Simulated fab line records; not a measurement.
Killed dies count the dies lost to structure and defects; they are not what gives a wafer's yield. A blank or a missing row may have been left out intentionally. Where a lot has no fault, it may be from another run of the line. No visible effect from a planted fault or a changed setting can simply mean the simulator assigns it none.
Which tool did it? -- flow nand_harc -- 6 lots, 16 wafers sampled, at 5 steps of a route of 1159

## WHAT EACH GAUGE READ, for each wafer
NHARC_A_ONON_D1_THK_MEAS_14: measures by ellipsometry.
lot,measured,on,thk_nm (nm)
L321,day 8 13:32,film_metro-01,1007 1006 1006
L325,day 9 21:47,film_metro-01,992 992 994
L327,day 10 21:05,film_metro-01,1014 1014 1014
L329,day 10 21:19,film_metro-01,1018 1017 1018
L334,day 12 04:57,film_metro-01,1672 1011
L338,day 12 21:52,film_metro-02,1655 995

## WHICH TOOL RAN EACH LOT (tool, then ch and the chambers of the sampled wafers, then the start)
lot,NHARC_P_BONDPAD_DESCUM_11,NHARC_P_BONDPAD_ETCH_37,NHARC_P_BONDPAD_CMP_19,NHARC_A_ONON_D1_DEP_12
L321,"rie_diel-10 ch 0,3, day 7 08:39","rie_diel-10 ch 0,1,2, day 7 08:44","cmp-02 ch 0,2,3, day 7 10:43","pecvd_onon-01 ch 0, day 8 13:02"
L325,"rie_diel-13 ch 1,2,3, day 8 16:04","rie_diel-13 ch 0,2,3, day 8 16:09","cmp-04 ch 0,2,3, day 8 18:52","pecvd_onon-01 ch 0, day 9 21:17"
L327,"rie_diel-10 ch 0,2,3, day 9 13:04","rie_diel-10 ch 0,2,3, day 9 13:09","cmp-04 ch 1,2,3, day 9 15:07","pecvd_onon-01 ch 0, day 10 20:35"
L329,"rie_diel-10 ch 1,2, day 9 18:13","rie_diel-10 ch 1,2, day 9 18:17","cmp-02 ch 2,3, day 9 20:17","pecvd_onon-03 ch 0, day 10 20:58"
L334,"rie_diel-10 ch 0,3, day 10 21:41","rie_diel-10 ch 0,3, day 10 21:46","cmp-03 ch 2,3, day 10 23:47","pecvd_onon-03 ch 0, day 12 04:40"
L338,"rie_diel-10 ch 1,2, day 11 19:12","rie_diel-10 ch 0,1, day 11 19:17","cmp-03 ch 1,2, day 11 21:19","pecvd_onon-03 ch 0, day 12 21:35"
- NHARC_P_BONDPAD_DESCUM_11: chemistry O2, time 3 s.
- NHARC_P_BONDPAD_ETCH_37: etches the open film in N2/H2, target depth 60 nm, overetch 18 nm, time 65.91 s.
- NHARC_P_BONDPAD_CMP_19: polishes, t overpolish 30 s, cu recess touch 16 s, target thk 160.81 nm.
- NHARC_A_ONON_D1_DEP_12: target thk 1000 nm.

## THE ANSWER, worked out from the rows above alone
Rule: the usual values come from the lots themselves. The widest of any qualifying gaps counts: lots, ordered by their means at a reading, are off when they make up no more than a third of the lots, leave a main group of 4 or more, and stand apart from it by 3 or more times the standard deviation of that group's means. The tables above print the reading to a certain number of digits; a main group whose means all agree to those digits is not used. Also off: a lot with no number at a reading for which 4 or more lots have one. All remaining lots with rows at the step are treated as sound.
Off at NHARC_A_ONON_D1_THK_MEAS_14 (thk_nm): L334, L338. Mean 1008 nm and standard deviation 9.6 in the main group.
If a tool, at a process step before that reading, ran all the lots that are off and no sound lot after the first of them, it fits. Those tools and the gauges at NHARC_A_ONON_D1_THK_MEAS_14 are tried in the same way. Can't be told from this: 3 tools fit, rie_diel-10 at NHARC_P_BONDPAD_DESCUM_11 and NHARC_P_BONDPAD_ETCH_37, cmp-03 at NHARC_P_BONDPAD_CMP_19, pecvd_onon-03 at NHARC_A_ONON_D1_DEP_12.

## WHAT THE SIMULATOR PUT IN
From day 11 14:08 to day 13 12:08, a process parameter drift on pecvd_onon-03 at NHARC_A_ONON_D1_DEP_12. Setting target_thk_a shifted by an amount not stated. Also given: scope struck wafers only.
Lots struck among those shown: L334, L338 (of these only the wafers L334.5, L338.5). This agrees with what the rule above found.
